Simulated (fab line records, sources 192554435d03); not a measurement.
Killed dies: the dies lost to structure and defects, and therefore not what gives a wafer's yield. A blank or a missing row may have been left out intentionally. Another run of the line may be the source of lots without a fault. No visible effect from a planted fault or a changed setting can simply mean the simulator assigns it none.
fab line records || flow n5_finfet
record {"lots": 7, "wafers": 21}
route steps=1938 shown PASSIVATION@1928
start_h: hours from the record's first day to the start of the lot's first wafer shown || wait_h: hours from the lot's prior step to this one || " repeats the value in the row above || L1.1+2: a single row standing in for several wafers || - no value, or no start was given || * or withheld: withheld || < > ~ a bound
route shown NAME@n: NAME is a module with steps in the file, n the number in the route of the first one || usual: mean and standard deviation over wafers with no fault || same: alike in all rows || chamber/n: place in a boat || sites: the reading at each site || _std_site: the values' standard deviation || _edge_site: outer sites' mean less inner sites' || radius_mm: for every site, how far away it sits from the centre of the wafer || mask NAME#n: copy n || behind: the tool/chamber that last shaped the wafer || hold: reason for holding the lot/hours on hold/outcome of the hold || device: transistor that didn't switch, given as n, p or np || end of line: the route-end tests of the same wafers || for a step that has no rows: nothing shown but its recipe || killed: dies that structure and defects cost at the first sort, which is not the same as the wafer's yield || map: a wafer's dies, marking killed ones x, the rest . and places with no die _
set.NAME: setting as actually run; set.NAME@STEP: the setting as run at that earlier step || model.NAME: the simulator's own value behind a step, which no gauge read
lots whose settings were changed on purpose; a table a step, a row a wafer
## steps
# step N5_PASSIVATION_DESCUM_46
# recipe {"chemistry": "O2", "time_s": 7.9, "source_power_w": 50, "bias_power_w": 20, "pressure_mtorr": 20, "rf_frequency_hz": 2.712e+07, "temp_c": 40, "o2_flow_sccm": 225}
{"lot.wafer": "L076.1", "tool": "rie_diel-05", "chamber": 2, "start_h": 296.09, "wait_h": 0.0, "set.time_s": 8.689}
{"lot.wafer": "L076.2+6", "tool": "rie_diel-05", "chamber": "0,3", "start_h": 296.09, "wait_h": 0.0, "set.time_s": 7.9}
{"lot.wafer": "L082.2+3+4", "tool": "rie_diel-01", "chamber": "1,0,3", "start_h": 350.62, "wait_h": 0.0, "set.time_s": 7.9}
{"lot.wafer": "L089.2+3", "tool": "rie_diel-05", "chamber": "3,0", "start_h": 400.06, "wait_h": 0.0, "set.time_s": 7.427}
{"lot.wafer": "L089.5", "tool": "rie_diel-05", "chamber": 3, "start_h": 400.06, "wait_h": 0.0, "set.time_s": 7.9}
{"lot.wafer": "L087.2+3+6", "tool": "rie_diel-04", "chamber": "3,1,3", "start_h": 415.66, "wait_h": 0.1, "set.time_s": 7.9}
{"lot.wafer": "L092.1+3", "tool": "rie_diel-05", "chamber": "2,3", "start_h": 431.23, "wait_h": 0.0, "set.time_s": 8.614}
{"lot.wafer": "L092.6", "tool": "rie_diel-05", "chamber": 3, "start_h": 431.23, "wait_h": 0.0, "set.time_s": 7.9}
{"lot.wafer": "L094.1+4", "tool": "rie_diel-05", "chamber": "0,2", "start_h": 446.60, "wait_h": 0.0, "set.time_s": 7.9}
{"lot.wafer": "L094.3", "tool": "rie_diel-05", "chamber": 3, "start_h": 446.60, "wait_h": 0.0, "set.time_s": 7.427}
{"lot.wafer": "L097.1+3+5", "tool": "rie_diel-05", "chamber": "2,0,1", "start_h": 450.99, "wait_h": 0.0, "set.time_s": 7.9}
# step N5_PASSIVATION_PASS_ETCH_47
# recipe {"chemistry": "CF4/O2", "target": "SiNx", "target_depth_a": 7700, "time_s": 385, "ion_energy_ev": 100, "pressure_mtorr": 40, "source_w": 535, "bias_w": 49, "Ar_flow_sccm": 100, "cf4_flow_sccm": 100, "O2_flow_sccm": 10}
# step N5_PASSIVATION_ETCH_54
# recipe {"chemistry": "CHF3/O2", "target": "SiO2", "target_depth_a": 8800, "CHF3_flow_sccm": 50, "O2_flow_sccm": 5, "Ar_flow_sccm": 200, "time_s": 440, "mask_material": "PR", "pressure_mtorr": 30, "source_w": 650, "bias_w": 170, "ion_energy_ev": 200}
# step N5_PASSIVATION_SRD_72
# recipe {"dry": "ipa_marangoni", "time_s": 30, "temp_c": 23, "rinse_liquid": "diw"}
# step N5_PASSIVATION_ANNEAL_56
# recipe {"temp_c": 400, "time_s": 1800, "ambient": "FGA", "idle_temp_c": 300, "ramp_up_c_per_min": 5, "ramp_down_c_per_min": 3}
# step N5_PASSIVATION_PROBE_49
# usual {"defect_limited_yield": "91.6/1.6", "killed_at_M0_to_M3": "32/9.7", "killed_at_M4_up": "13/4.4", "killed_at_contacts": "12/6.5", "killed_at_front_end": "38/12", "killed_at_other": "3.7/3", "killed_dies": "99/18", "killed_open": "66/14", "killed_short": "32/7.5", "sort_bin_5_function": "4.9/1", "sort_bin_6_memory": "3.2/0.73", "sort_bin_8_speed": "0/0", "sort_n_pass": "1081/18", "sort_yield_pct": "91.6/1.6"}
# same {"gross_dies": 1180, "killed_at_back_side": 0, "sort_bin_4_leakage[%]": 0}
{"lot.wafer": "L076.1", "tool": "prober-01", "chamber": "-", "start_h": 299.13, "wait_h": 0.0, "set.dose_mj@PASSIVATION_EXPOSE_41": 57.25, "defect_limited_yield[%]": 85.8, "killed_at_M0_to_M3": 46, "killed_at_M4_up": 8, "killed_at_contacts": 61, "killed_at_front_end": 48, "killed_at_other": 4, "killed_dies": 167, "killed_open": 85, "killed_short": 30, "sort_bin_5_function[%]": 7.1, "sort_bin_6_memory[%]": 6.8, "sort_bin_8_speed[%]": 0, "sort_n_pass": 1013, "sort_yield_pct[%]": 85.8}
{"lot.wafer": "L076.2", "tool": "prober-01", "chamber": "-", "start_h": 299.18, "wait_h": 0.1, "set.dose_mj@PASSIVATION_EXPOSE_41": 57.25, "defect_limited_yield[%]": 89.0, "killed_at_M0_to_M3": 56, "killed_at_M4_up": 13, "killed_at_contacts": 8, "killed_at_front_end": 52, "killed_at_other": 1, "killed_dies": 130, "killed_open": 93, "killed_short": 36, "sort_bin_5_function[%]": 5.7, "sort_bin_6_memory[%]": 4.7, "sort_bin_8_speed[%]": 0, "sort_n_pass": 1050, "sort_yield_pct[%]": 89.0}
{"lot.wafer": "L076.6", "tool": "prober-01", "chamber": "-", "start_h": 299.38, "wait_h": 0.3, "set.dose_mj@PASSIVATION_EXPOSE_41": 61.33, "defect_limited_yield[%]": 87.7, "killed_at_M0_to_M3": 72, "killed_at_M4_up": 17, "killed_at_contacts": 9, "killed_at_front_end": 45, "killed_at_other": 2, "killed_dies": 145, "killed_open": 100, "killed_short": 31, "sort_bin_5_function[%]": 7.3, "sort_bin_6_memory[%]": 4.7, "sort_bin_8_speed[%]": 0, "sort_n_pass": 1035, "sort_yield_pct[%]": 87.7}
{"lot.wafer": "L082.2", "tool": "prober-02", "chamber": "-", "start_h": 353.72, "wait_h": 0.1, "set.dose_mj@PASSIVATION_EXPOSE_41": 57.25, "defect_limited_yield[%]": 93.2, "killed_at_M0_to_M3": 32, "killed_at_M4_up": 14, "killed_at_contacts": 17, "killed_at_front_end": 14, "killed_at_other": 3, "killed_dies": 80, "killed_open": 63, "killed_short": 17, "sort_bin_5_function[%]": 3.8, "sort_bin_6_memory[%]": 2.9, "sort_bin_8_speed[%]": 0, "sort_n_pass": 1100, "sort_yield_pct[%]": 93.2}
{"lot.wafer": "L082.3", "tool": "prober-02", "chamber": "-", "start_h": 353.77, "wait_h": 0.1, "set.dose_mj@PASSIVATION_EXPOSE_41": 57.25, "defect_limited_yield[%]": 90.4, "killed_at_M0_to_M3": 39, "killed_at_M4_up": 13, "killed_at_contacts": 8, "killed_at_front_end": 44, "killed_at_other": 9, "killed_dies": 113, "killed_open": 75, "killed_short": 36, "sort_bin_5_function[%]": 5.6, "sort_bin_6_memory[%]": 3.7, "sort_bin_8_speed[%]": 0, "sort_n_pass": 1067, "sort_yield_pct[%]": 90.4}
{"lot.wafer": "L082.4", "tool": "prober-02", "chamber": "-", "start_h": 353.82, "wait_h": 0.2, "set.dose_mj@PASSIVATION_EXPOSE_41": 57.25, "defect_limited_yield[%]": 92.9, "killed_at_M0_to_M3": 29, "killed_at_M4_up": 9, "killed_at_contacts": 4, "killed_at_front_end": 36, "killed_at_other": 6, "killed_dies": 84, "killed_open": 55, "killed_short": 29, "sort_bin_5_function[%]": 3.8, "sort_bin_6_memory[%]": 3.1, "sort_bin_8_speed[%]": 0, "sort_n_pass": 1096, "sort_yield_pct[%]": 92.9}
{"lot.wafer": "L089.2", "tool": "prober-01", "chamber": "-", "start_h": 403.24, "wait_h": 0.1, "set.dose_mj@PASSIVATION_EXPOSE_41": 61.51, "defect_limited_yield[%]": 72.0, "killed_at_M0_to_M3": 218, "killed_at_M4_up": 10, "killed_at_contacts": 51, "killed_at_front_end": 51, "killed_at_other": 0, "killed_dies": 330, "killed_open": 84, "killed_short": 45, "sort_bin_5_function[%]": 15.7, "sort_bin_6_memory[%]": 10.8, "sort_bin_8_speed[%]": 0.08, "sort_n_pass": 850, "sort_yield_pct[%]": 72.0}
{"lot.wafer": "L089.3", "tool": "prober-01", "chamber": "-", "start_h": 403.29, "wait_h": 0.1, "set.dose_mj@PASSIVATION_EXPOSE_41": 57.25, "defect_limited_yield[%]": 92.6, "killed_at_M0_to_M3": 26, "killed_at_M4_up": 12, "killed_at_contacts": 10, "killed_at_front_end": 39, "killed_at_other": 0, "killed_dies": 87, "killed_open": 58, "killed_short": 25, "sort_bin_5_function[%]": 4.2, "sort_bin_6_memory[%]": 2.7, "sort_bin_8_speed[%]": 0.08, "sort_n_pass": 1093, "sort_yield_pct[%]": 92.6}
{"lot.wafer": "L089.5", "tool": "prober-01", "chamber": "-", "start_h": 403.39, "wait_h": 0.2, "set.dose_mj@PASSIVATION_EXPOSE_41": 61.51, "defect_limited_yield[%]": 74.4, "killed_at_M0_to_M3": 195, "killed_at_M4_up": 12, "killed_at_contacts": 59, "killed_at_front_end": 35, "killed_at_other": 1, "killed_dies": 302, "killed_open": 66, "killed_short": 32, "sort_bin_5_function[%]": 15.2, "sort_bin_6_memory[%]": 9.2, "sort_bin_8_speed[%]": 0, "sort_n_pass": 878, "sort_yield_pct[%]": 74.4}
{"lot.wafer": "L087.2", "tool": "prober-01", "chamber": "-", "start_h": 418.75, "wait_h": 0.1, "set.dose_mj@PASSIVATION_EXPOSE_41": 57.25, "defect_limited_yield[%]": 93.8, "killed_at_M0_to_M3": 18, "killed_at_M4_up": 12, "killed_at_contacts": 8, "killed_at_front_end": 30, "killed_at_other": 5, "killed_dies": 73, "killed_open": 43, "killed_short": 30, "sort_bin_5_function[%]": 3.6, "sort_bin_6_memory[%]": 2.2, "sort_bin_8_speed[%]": 0, "sort_n_pass": 1107, "sort_yield_pct[%]": 93.8}
{"lot.wafer": "L087.3", "tool": "prober-01", "chamber": "-", "start_h": 418.80, "wait_h": 0.1, "set.dose_mj@PASSIVATION_EXPOSE_41": 57.25, "defect_limited_yield[%]": 90.8, "killed_at_M0_to_M3": 35, "killed_at_M4_up": 15, "killed_at_contacts": 9, "killed_at_front_end": 48, "killed_at_other": 2, "killed_dies": 109, "killed_open": 68, "killed_short": 41, "sort_bin_5_function[%]": 5.5, "sort_bin_6_memory[%]": 3.5, "sort_bin_8_speed[%]": 0, "sort_n_pass": 1071, "sort_yield_pct[%]": 90.8}
{"lot.wafer": "L087.6", "tool": "prober-01", "chamber": "-", "start_h": 418.95, "wait_h": 0.3, "set.dose_mj@PASSIVATION_EXPOSE_41": 57.25, "defect_limited_yield[%]": 92.6, "killed_at_M0_to_M3": 23, "killed_at_M4_up": 15, "killed_at_contacts": 8, "killed_at_front_end": 40, "killed_at_other": 1, "killed_dies": 87, "killed_open": 56, "killed_short": 31, "sort_bin_5_function[%]": 4.3, "sort_bin_6_memory[%]": 3.0, "sort_bin_8_speed[%]": 0.08, "sort_n_pass": 1092, "sort_yield_pct[%]": 92.5}
{"lot.wafer": "L092.1", "tool": "prober-01", "chamber": "-", "start_h": 434.31, "wait_h": 0.0, "set.dose_mj@PASSIVATION_EXPOSE_41": 60.48, "defect_limited_yield[%]": 86.0, "killed_at_M0_to_M3": 25, "killed_at_M4_up": 59, "killed_at_contacts": 21, "killed_at_front_end": 59, "killed_at_other": 1, "killed_dies": 165, "killed_open": 100, "killed_short": 28, "sort_bin_5_function[%]": 9.4, "sort_bin_6_memory[%]": 4.2, "sort_bin_8_speed[%]": 0, "sort_n_pass": 1015, "sort_yield_pct[%]": 86.0}
{"lot.wafer": "L092.3", "tool": "prober-01", "chamber": "-", "start_h": 434.41, "wait_h": 0.1, "set.dose_mj@PASSIVATION_EXPOSE_41": 57.25, "defect_limited_yield[%]": 82.4, "killed_at_M0_to_M3": 31, "killed_at_M4_up": 15, "killed_at_contacts": 116, "killed_at_front_end": 43, "killed_at_other": 3, "killed_dies": 208, "killed_open": 74, "killed_short": 36, "sort_bin_5_function[%]": 9.7, "sort_bin_6_memory[%]": 7.0, "sort_bin_8_speed[%]": 0, "sort_n_pass": 972, "sort_yield_pct[%]": 82.4}
{"lot.wafer": "L092.6", "tool": "prober-01", "chamber": "-", "start_h": 434.56, "wait_h": 0.3, "set.dose_mj@PASSIVATION_EXPOSE_41": 60.48, "defect_limited_yield[%]": 91.6, "killed_at_M0_to_M3": 25, "killed_at_M4_up": 17, "killed_at_contacts": 9, "killed_at_front_end": 44, "killed_at_other": 4, "killed_dies": 99, "killed_open": 69, "killed_short": 28, "sort_bin_5_function[%]": 4.2, "sort_bin_6_memory[%]": 3.8, "sort_bin_8_speed[%]": 0, "sort_n_pass": 1081, "sort_yield_pct[%]": 91.6}
{"lot.wafer": "L094.1", "tool": "prober-02", "chamber": "-", "start_h": 449.64, "wait_h": 0.0, "set.dose_mj@PASSIVATION_EXPOSE_41": 57.25, "defect_limited_yield[%]": 93.8, "killed_at_M0_to_M3": 15, "killed_at_M4_up": 8, "killed_at_contacts": 11, "killed_at_front_end": 39, "killed_at_other": 0, "killed_dies": 73, "killed_open": 46, "killed_short": 24, "sort_bin_5_function[%]": 4.3, "sort_bin_6_memory[%]": 1.5, "sort_bin_8_speed[%]": 0, "sort_n_pass": 1107, "sort_yield_pct[%]": 93.8}
{"lot.wafer": "L094.3", "tool": "prober-02", "chamber": "-", "start_h": 449.74, "wait_h": 0.1, "set.dose_mj@PASSIVATION_EXPOSE_41": 59.54, "defect_limited_yield[%]": 80.3, "killed_at_M0_to_M3": 18, "killed_at_M4_up": 9, "killed_at_contacts": 177, "killed_at_front_end": 27, "killed_at_other": 1, "killed_dies": 232, "killed_open": 36, "killed_short": 21, "sort_bin_5_function[%]": 10.8, "sort_bin_6_memory[%]": 8.3, "sort_bin_8_speed[%]": 0, "sort_n_pass": 948, "sort_yield_pct[%]": 80.3}
{"lot.wafer": "L094.4", "tool": "prober-02", "chamber": "-", "start_h": 449.79, "wait_h": 0.2, "set.dose_mj@PASSIVATION_EXPOSE_41": 57.25, "defect_limited_yield[%]": 79.4, "killed_at_M0_to_M3": 14, "killed_at_M4_up": 6, "killed_at_contacts": 185, "killed_at_front_end": 38, "killed_at_other": 0, "killed_dies": 243, "killed_open": 45, "killed_short": 20, "sort_bin_5_function[%]": 12.4, "sort_bin_6_memory[%]": 7.0, "sort_bin_8_speed[%]": 0, "sort_n_pass": 937, "sort_yield_pct[%]": 79.4}
{"lot.wafer": "L097.1", "tool": "prober-02", "chamber": "-", "start_h": 454.09, "wait_h": 0.0, "set.dose_mj@PASSIVATION_EXPOSE_41": 57.25, "defect_limited_yield[%]": 91.0, "killed_at_M0_to_M3": 34, "killed_at_M4_up": 11, "killed_at_contacts": 14, "killed_at_front_end": 45, "killed_at_other": 2, "killed_dies": 106, "killed_open": 62, "killed_short": 40, "sort_bin_5_function[%]": 4.9, "sort_bin_6_memory[%]": 3.4, "sort_bin_8_speed[%]": 0, "sort_n_pass": 1074, "sort_yield_pct[%]": 91.0}
{"lot.wafer": "L097.3", "tool": "prober-02", "chamber": "-", "start_h": 454.19, "wait_h": 0.1, "set.dose_mj@PASSIVATION_EXPOSE_41": 57.25, "defect_limited_yield[%]": 89.9, "killed_at_M0_to_M3": 27, "killed_at_M4_up": 14, "killed_at_contacts": 8, "killed_at_front_end": 65, "killed_at_other": 5, "killed_dies": 119, "killed_open": 89, "killed_short": 30, "sort_bin_5_function[%]": 6.3, "sort_bin_6_memory[%]": 3.5, "sort_bin_8_speed[%]": 0, "sort_n_pass": 1061, "sort_yield_pct[%]": 89.9}
{"lot.wafer": "L097.5", "tool": "prober-02", "chamber": "-", "start_h": 454.29, "wait_h": 0.2, "set.dose_mj@PASSIVATION_EXPOSE_41": 57.25, "defect_limited_yield[%]": 91.7, "killed_at_M0_to_M3": 35, "killed_at_M4_up": 19, "killed_at_contacts": 12, "killed_at_front_end": 29, "killed_at_other": 3, "killed_dies": 98, "killed_open": 75, "killed_short": 23, "sort_bin_5_function[%]": 5.3, "sort_bin_6_memory[%]": 2.8, "sort_bin_8_speed[%]": 0, "sort_n_pass": 1082, "sort_yield_pct[%]": 91.7}
# killed by level:class
L076.1 MOL_CONTACT_COAG:area_expose=45 MOL_CONTACT_COAG:geometric_particle:open=13 BEOL_M0:geometric_particle:open=10 BEOL_M1:geometric_particle:open=10 FIN_SAQP:geometric_particle:open=8 BEOL_M3:geometric_particle:open=7 BEOL_M0_SAQP:area_expose=7 GATE_CUT:geometric_particle:short=6
L076.2 STI_FIN_REVEAL:geometric_particle:open=18 BEOL_M3:geometric_particle:open=11 BEOL_M0_SAQP:geometric_particle:open=10 BEOL_M0_SAQP:geometric_particle:short=10 DUMMY_GATE:geometric_particle:open=8 BEOL_M1:geometric_particle:open=8 GATE_CUT:geometric_particle:open=6 FIN_SAQP:geometric_particle:open=5
L076.6 STI_FIN_REVEAL:geometric_particle:open=24 BEOL_M3:geometric_particle:open=24 BEOL_M1:area_expose=12 BEOL_M0_SAQP:geometric_particle:open=8 BEOL_M1:geometric_particle:open=7 BEOL_M0:geometric_particle:open=7 FIN_SAQP:geometric_particle:open=6 BEOL_M4:geometric_particle:open=6
L082.2 MOL_CONTACT_COAG:geometric_particle:open=16 BEOL_M3:geometric_particle:open=10 BEOL_M0_SAQP:geometric_particle:short=8 BEOL_M2:geometric_particle:open=7 BEOL_M0_SAQP:geometric_particle:open=5 BEOL_M7:geometric_particle:open=5 DUMMY_GATE:geometric_particle:open=4 GATE_CUT:geometric_particle:short=4
L082.3 BEOL_M0_SAQP:geometric_particle:open=12 BEOL_M2:geometric_particle:open=9 BEOL_M0_SAQP:geometric_particle:short=8 GATE_CUT:geometric_particle:short=7 MOL_CONTACT_COAG:geometric_particle:open=7 BEOL_M3:geometric_particle:open=6 FIN_SAQP:geometric_particle:short=5 STARTING-WAFER:geometric_particle:short=5
L082.4 STI_FIN_REVEAL:geometric_particle:open=18 BEOL_M0_SAQP:geometric_particle:short=11 BEOL_M2:geometric_particle:open=7 STARTING-WAFER:geometric_particle:short=5 BEOL_M0_SAQP:geometric_particle:open=4 STI_FIN_REVEAL:geometric_particle:short=3 DUMMY_GATE:geometric_particle:open=3 MOL_CONTACT_COAG:geometric_particle:open=3
L089.2 BEOL_M1:area_expose=163 MOL_CONTACT_COAG:area_expose=36 BEOL_M0_SAQP:geometric_particle:open=16 STI_FIN_REVEAL:geometric_particle:open=15 BEOL_M0_SAQP:geometric_particle:short=14 FIN_SAQP:geometric_particle:short=13 MOL_CONTACT_COAG:geometric_particle:open=12 FIN_SAQP:geometric_particle:open=8
L089.3 FIN_SAQP:geometric_particle:open=17 MOL_CONTACT_COAG:geometric_particle:open=9 BEOL_M0_SAQP:geometric_particle:short=9 FIN_SAQP:geometric_particle:short=8 BEOL_M0_SAQP:geometric_particle:open=6 BEOL_M3:geometric_particle:open=5 STI_FIN_REVEAL:geometric_particle:open=4 DUMMY_GATE:geometric_particle:open=2
L089.5 BEOL_M1:area_expose=161 MOL_CONTACT_COAG:area_expose=40 MOL_CONTACT_COAG:geometric_particle:open=18 BEOL_M3:geometric_particle:open=12 FIN_SAQP:geometric_particle:open=8 BEOL_M0_SAQP:geometric_particle:short=7 FIN_SAQP:geometric_particle:short=6 BEOL_M0_SAQP:geometric_particle:open=6
L087.2 GATE_CUT:geometric_particle:short=7 FIN_SAQP:geometric_particle:short=6 FIN_SAQP:geometric_particle:open=6 MOL_CONTACT_COAG:geometric_particle:open=5 BEOL_M2:geometric_particle:open=5 STI_FIN_REVEAL:geometric_particle:open=4 BEOL_M3:geometric_particle:open=4 BEOL_M5:geometric_particle:open=4
L087.3 BEOL_M2:geometric_particle:open=14 GATE_CUT:geometric_particle:short=12 FIN_SAQP:geometric_particle:short=10 STI_FIN_REVEAL:geometric_particle:open=10 MOL_CONTACT_COAG:geometric_particle:open=8 BEOL_M0_SAQP:geometric_particle:open=8 BEOL_M3:geometric_particle:open=6 FIN_SAQP:geometric_particle:open=5
L087.6 FIN_SAQP:geometric_particle:short=10 GATE_CUT:geometric_particle:short=7 FIN_SAQP:geometric_particle:open=6 STI_FIN_REVEAL:geometric_particle:open=6 GATE_CUT:geometric_particle:open=6 BEOL_M2:geometric_particle:open=6 BEOL_M4:geometric_particle:open=6 MOL_CONTACT_COAG:geometric_particle:open=5
L092.1 BEOL_M14:area_peb=37 FIN_SAQP:geometric_particle:open=20 BEOL_M4:geometric_particle:open=19 MOL_CONTACT_COAG:geometric_particle:open=18 STI_FIN_REVEAL:geometric_particle:open=14 FIN_SAQP:geometric_particle:short=9 BEOL_M0_SAQP:geometric_particle:open=9 BEOL_M3:geometric_particle:open=8
L092.3 MOL_CONTACT_COAG:area_expose=98 STI_FIN_REVEAL:geometric_particle:open=12 MOL_CONTACT_COAG:geometric_particle:open=12 BEOL_M0_SAQP:geometric_particle:short=9 BEOL_M4:geometric_particle:open=8 FIN_SAQP:geometric_particle:short=6 MOL_CONTACT_COAG:geometric_particle:short=6 BEOL_M2:geometric_particle:open=6
L092.6 STI_FIN_REVEAL:geometric_particle:open=12 FIN_SAQP:geometric_particle:open=10 MOL_CONTACT_COAG:geometric_particle:open=8 BEOL_M1:geometric_particle:open=7 BEOL_M3:geometric_particle:open=6 DUMMY_GATE:geometric_particle:open=5 FIN_SAQP:geometric_particle:short=4 BEOL_M0_SAQP:geometric_particle:open=4
L094.1 STI_FIN_REVEAL:geometric_particle:open=12 MOL_CONTACT_COAG:geometric_particle:open=8 FIN_SAQP:geometric_particle:open=6 BEOL_M2:geometric_particle:open=5 DUMMY_GATE:geometric_particle:open=4 GATE_CUT:geometric_particle:short=4 FIN_SAQP:geometric_particle:short=3 BEOL_M0_SAQP:geometric_particle:short=3
L094.3 MOL_CONTACT_COAG:area_expose=172 DUMMY_GATE:geometric_particle:open=6 FIN_SAQP:geometric_particle:short=5 MOL_CONTACT_COAG:geometric_particle:open=4 BEOL_M0_SAQP:geometric_particle:open=3 BEOL_M0_SAQP:geometric_particle:short=3 BEOL_M3:geometric_particle:open=3 STARTING-WAFER:geometric_particle:short=3
L094.4 MOL_CONTACT_COAG:area_expose=177 FIN_SAQP:geometric_particle:open=8 MOL_CONTACT_COAG:geometric_particle:open=8 GATE_CUT:geometric_particle:short=6 DUMMY_GATE:geometric_particle:open=5 FIN_SAQP:geometric_particle:short=4 STI_FIN_REVEAL:geometric_particle:open=4 GATE_CUT:geometric_particle:open=4
L097.1 MOL_CONTACT_COAG:geometric_particle:open=12 BEOL_M0_SAQP:geometric_particle:short=11 BEOL_M0_SAQP:geometric_particle:open=10 FIN_SAQP:geometric_particle:open=7 GATE_CUT:geometric_particle:short=6 STI_FIN_REVEAL:geometric_particle:open=5 DUMMY_GATE:geometric_particle:open=5 BEOL_M2:geometric_particle:open=5
L097.3 STI_FIN_REVEAL:geometric_particle:open=25 FIN_SAQP:geometric_particle:open=11 MOL_CONTACT_COAG:geometric_particle:open=8 BEOL_M0_SAQP:geometric_particle:short=8 BEOL_M3:geometric_particle:open=6 DUMMY_GATE:geometric_particle:open=6 BEOL_M4:geometric_particle:open=6 FIN_SAQP:geometric_particle:short=5
L097.5 BEOL_M0_SAQP:geometric_particle:open=13 MOL_CONTACT_COAG:geometric_particle:open=11 STI_FIN_REVEAL:geometric_particle:open=8 BEOL_M0_SAQP:geometric_particle:short=8 BEOL_M4:geometric_particle:open=8 FIN_SAQP:geometric_particle:open=6 BEOL_M2:geometric_particle:open=4 BEOL_M3:geometric_particle:open=4
## key
split {"step": "N5_PASSIVATION_DESCUM_46", "setting": "time_s", "stated": 7.9, "by": "wafer"}
response none clear
split outside_this_file step=N5_PASSIVATION_EXPOSE_41 setting=dose_mj
# split outside_this_file: this setting was split too, and the file shows its column; the key of that split is in another file
